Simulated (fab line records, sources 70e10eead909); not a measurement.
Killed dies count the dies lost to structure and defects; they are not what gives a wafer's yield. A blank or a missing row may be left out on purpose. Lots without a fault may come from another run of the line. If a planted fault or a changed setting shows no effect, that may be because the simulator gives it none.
Chamber matching | flow nand harc | NHARC_P_GATE_DESCUM_13 on rie diel-12: 4 sister chambers
The step chemistry O2, time 3 s. 18 wafers are shown with their chamber, then 9 later ones without.

== WAFERS WITH THEIR CHAMBER ==
wafer  | chamber | drypump motor current A (A) | oes product au (a.u.) | rf vpp V (V)
L074.1 | 1       | 5.8                         | 1.008                 | 57.5
L074.2 | 2       | 5.6                         | 0.993                 | 56.1
L074.5 | 2       | 5.6                         | 0.996                 | 56.5
L077.1 | 2       | 5.6                         | 0.973                 | 59.1
L077.2 | 3       | 5.0                         | 0.996                 | 58.8
L077.5 | 1       | 5.8                         | 0.996                 | 56.7
L078.4 | 0       | 5.9                         | 0.991                 | 58.0
L078.5 | 3       | 5.1                         | 0.988                 | 57.9
L078.6 | 0       | 5.9                         | 0.997                 | 57.4
L081.2 | 0       | 6.0                         | 0.987                 | 57.9
L081.4 | 1       | 5.8                         | 1.005                 | 58.3
L081.5 | 1       | 5.8                         | 0.991                 | 57.5
L082.2 | 3       | 5.0                         | 1.006                 | 58.2
L082.4 | 2       | 5.6                         | 0.984                 | 56.7
L082.6 | 0       | 6.0                         | 1.004                 | 55.8
L083.2 | 0       | 6.0                         | 0.982                 | 56.7
L083.3 | 3       | 5.1                         | 1.013                 | 59.0
L083.5 | 3       | 5.1                         | 1.002                 | 57.9

SIGNATURES (means of the wafers above)
reading                 | chamber 0 | chamber 1 | chamber 2 | chamber 3 | scatter within a chamber
drypump motor current A | 5.960     | 5.800     | 5.600     | 5.060     | 0.0414
oes product au          | 0.99220   | 1.00000   | 0.98650   | 1.00100   | 0.00913
rf vpp V                | 57.160    | 57.500    | 57.100    | 58.360    | 0.895
Rule: for each reading, subtract the chamber's mean from the wafer's reading, divide by that reading's scatter and square the result; add these up over the readings and take the root, which gives the wafer's distance from the chamber. If the next closest chamber is less than 2 further off than the closest, the wafer can't be placed; otherwise it belongs to the closest. The scatter is the square root of a quotient: the sum, over the shown wafers, of each reading's squared deviation from its chamber's mean, divided by wafers minus chambers.

== WAFERS MISSING THEIR CHAMBER ==
wafer  | drypump motor current A (A) | oes product au (a.u.) | rf vpp V (V)
L084.1 | 5.6                         | 0.979                 | 58.3
L084.2 | 6.0                         | 0.990                 | 57.6
L084.3 | 5.1                         | 1.000                 | 58.0
L085.1 | 5.8                         | 1.002                 | 57.4
L085.3 | 5.6                         | 0.980                 | 57.6
L085.6 | 5.9                         | 0.993                 | 56.2
L091.2 | 5.1                         | 0.984                 | 58.3
L091.3 | 5.8                         | 0.993                 | 57.3
L091.6 | 5.9                         | 0.998                 | 57.1

== THE CHAMBER EACH PASSED THROUGH ==
wafer  | from the rows above     | in truth
L084.1 | 2                       | 2
L084.2 | 0                       | 0
L084.3 | 3                       | 3
L085.1 | 1                       | 1
L085.3 | 2                       | 2
L085.6 | can't be placed: 0 or 1 | 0
L091.2 | 3                       | 3
L091.3 | 1                       | 1
L091.6 | can't be placed: 0 or 1 | 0
Correctly placed: 7 of 9. Not placeable from these rows: 2 (in 2, the candidates include the true chamber). Number placed wrongly: 0.
